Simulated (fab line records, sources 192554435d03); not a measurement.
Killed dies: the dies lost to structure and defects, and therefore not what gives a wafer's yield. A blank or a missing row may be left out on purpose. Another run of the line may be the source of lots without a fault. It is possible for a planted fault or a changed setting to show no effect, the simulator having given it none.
Problem report in the 8D (eight disciplines) form, filled by code	flow n5Finfet	the parts of the form that need people (team, actions taken, sign-off) are left out

== 1. THE PROBLEM ==
Across 6 wafers from 2 lots, M0_ABLK_OVL at N5_BEOL_M0_CUTY_OVL_MEAS_58 averages 11.3 nm, while fault-free wafers read -0.2 nm with a standard deviation of 0.83. Measured from the usual mean, that is +14 standard deviations.
Seen first at day 11 06:37 on overlay-02, wafer L699.1. The record holds 27 wafers of 9 lots with a number at this step. The rule behind "out" and "out of limits": a value lying over 4 standard deviations away from the usual mean. The other wafers with a number count as sound.

== 2. WHAT IT IS, AND WHAT IT ISN'T ==
question	is	is not
which readings at this step	M0_ABLK_OVL	-
which lots	L699, L700	L677, L679, L681, L682, L689, L691, L692
which wafers of those lots	all that have a number	-
read on which gauges	overlay-02	overlay-01
when	from day 11 06:37	up to then (21 sound wafers)

== 3. THE SUSPECTS, EACH WITH WHAT RULES IT OUT ==
Counting: a tool at a process step up to the reading stays a suspect if it ran every lot that is out and no sound lot after the first of them.
- the gauge at N5_BEOL_M0_CUTY_OVL_MEAS_58: kept. All the wafers that are out were read on overlay-02, and no step on other tools shows them out.
- arfiScanner-01 at N5_BEOL_M0_CUTY_EXPOSE_54 (exposes mask M0 ABLK): kept. All lots that are out passed through it, beginning with L699 at day 11 06:28, and no sound lot followed; its final sound lot before that point was L691 at day 9 15:32.
Left after counting: arfiScanner-01 at N5_BEOL_M0_CUTY_EXPOSE_54, overlay-02 at N5_BEOL_M0_CUTY_OVL_MEAS_58.

== 4. THE CAUSE (what the simulator had put in) ==
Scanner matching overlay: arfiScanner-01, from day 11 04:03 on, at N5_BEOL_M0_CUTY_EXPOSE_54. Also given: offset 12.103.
Counting left 2 suspects, and this tool is among them.

== 5. THE EFFECT CHAIN, in route order ==
Each row: a reading where the mean over the struck wafers with a number is more than 3 standard deviations away from the usual. Scope: only readings with a usual standard deviation given in the record; hours: median across lots of the time from each lot's start at the first step in this table that gives one to its start at this step; sigmas: change in usual standard deviations.
hours	step	reading	usual	on struck wafers	change	sigmas
0	N5_BEOL_M0_CUTY_OVL_MEAS_58	M0_ABLK_OVL	-0.2 nm	11.3	+11.5	+14
Later steps that measure or inspect, where all struck wafers having a row at the step show a number for every such reading and not one has moved that far: N5_BEOL_M0_CUTY_INSPECT_59, N5_BEOL_M4_RC_MEAS_101.

== 6. HOW IT WOULD HAVE BEEN CAUGHT EARLIER ==
Counted from the fault's start at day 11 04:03, it took 3 hours until the first out-of-limits reading at a measuring or inspecting step in this record, taken at day 11 06:37.
Of the tool readings at N5_BEOL_M0_CUTY_EXPOSE_54 for which the record gives a usual standard deviation, none was out on any struck wafer, so an alarm limit of 4 standard deviations on them would not have fired.
Among the 2 lots that are out, L700 began N5_BEOL_M0_CUTY_EXPOSE_54 on arfiScanner-01 after day 11 06:37. A hold on the tool at that time would have spared it.
